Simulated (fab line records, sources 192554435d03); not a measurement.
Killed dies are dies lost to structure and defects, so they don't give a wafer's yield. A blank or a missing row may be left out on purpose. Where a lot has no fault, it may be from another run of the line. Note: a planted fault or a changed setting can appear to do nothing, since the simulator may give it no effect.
Lot-split experiment | flow n5_finfet | on a route of 1938 steps: 7 lots, 21 wafers read

## THE SPLIT ITSELF
At N5_PMOS_HMC_CHANNEL_EPI_ETCH_32 (etches BARC in N2/H2, stops on SiO2, target depth 85.8 nm, time 50.3 s), the setting bias_w was moved away from the recipe's 150 W on 5 of the 21 wafers read, by -8.7% to +13.5%. The other wafers ran this setting at the recipe's value.

Reading taken at the split's own step.

## THE READING
rf_vpp_V, in V, at N5_PMOS_HMC_CHANNEL_EPI_ETCH_32 (etches BARC in N2/H2, stops on SiO2, target depth 85.8 nm, time 50.3 s). On this fab line, fault-free wafers typically give 524.3 V with a standard deviation of 2 V.

wafer  | tool, chamber at the split | bias_w as run, W | against the recipe | rf_vpp_V, V | against lot-mates on the recipe
L081.2 | rie_diel-03, 3             | 170.2            | +13.5%             | 570.1       | +42.5
L081.3 | rie_diel-03, 1             | 170.2            | +13.5%             | 567.7       | +40.1
L081.4 | rie_diel-03, 2             | 150              | recipe             | 527.6       | -
L082.1 | rie_diel-04, 3             | 165.2            | +10.1%             | 558.0       | +37.5
L082.4 | rie_diel-04, 2             | 150              | recipe             | 521.2       | -
L082.5 | rie_diel-04, 2             | 150              | recipe             | 519.9       | -
L083.1 | rie_diel-04, 3             | 150              | recipe             | 524.3       | -
L083.4 | rie_diel-04, 1             | 150              | recipe             | 525.1       | -
L083.6 | rie_diel-04, 3             | 150              | recipe             | 522.6       | -
L089.2 | rie_diel-05, 1             | 150              | recipe             | 523.8       | -
L089.3 | rie_diel-05, 3             | 150              | recipe             | 524.9       | -
L089.6 | rie_diel-05, 3             | 150              | recipe             | 525.3       | -
L092.4 | rie_diel-03, 1             | 150              | recipe             | 523.1       | -
L092.5 | rie_diel-03, 1             | 150              | recipe             | 524.4       | -
L092.6 | rie_diel-03, 2             | 136.9            | -8.7%              | 496.9       | -26.9
L093.1 | rie_diel-03, 2             | 150              | recipe             | 527.2       | -
L093.3 | rie_diel-03, 1             | 150              | recipe             | 522.8       | -
L093.5 | rie_diel-03, 2             | 139.7            | -6.9%              | 502.7       | -22.3
L094.2 | rie_diel-04, 0             | 150              | recipe             | 524.2       | -
L094.4 | rie_diel-04, 3             | 150              | recipe             | 523.0       | -
L094.6 | rie_diel-04, 1             | 150              | recipe             | 525.7       | -

FIT RESULTS
A straight line over all 21 wafers: rf_vpp_V changes by +3.28 V for each +1% of bias_w; r = +0.99; the points scatter about the line by 1.9 V.
The same after taking each lot's own level away (the mean of its wafers on the recipe; 21 wafers): +3.19 V for each +1%; r = +1.00; scatter 1.7 V.
According to that fit, moving bias_w by its largest amount changes the reading by 43 V.
The span of the lots' own levels, 520.55 to 527.60 V, comes to 3.5 times the standard deviation stated above.
The two slopes agree, so the slope changes little with the lot-to-lot level.
Check: +43.3 V against its lot-mates is what the line predicts for one of the wafers moved furthest among these (+13.5%) when that wafer is left out of the fit. It came out at +42.5 V against them.
Tool readings at the split's step, against how far the setting was moved: rf_vpp_V r = +0.99.

## THE OTHER SPLITS THESE WAFERS WENT THROUGH
Before the reading, these wafers also passed through other splits. Each is held against what the fit with the lots' levels taken away leaves over:
other split on the same wafers | wafers away from the commonest value | r with rf_vpp_V (lot level and that fit taken away)
N5_WELL_APT_COAT_02 spin_rpm   | 4                                    | -0.10
N5_WELL_APT_EXPOSE_05 dose_mj  | 8                                    | -0.33

## THE FILE'S OWN FIT
rf_vpp_V changes by +3.25 V for each +1% of bias_w, r = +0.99.
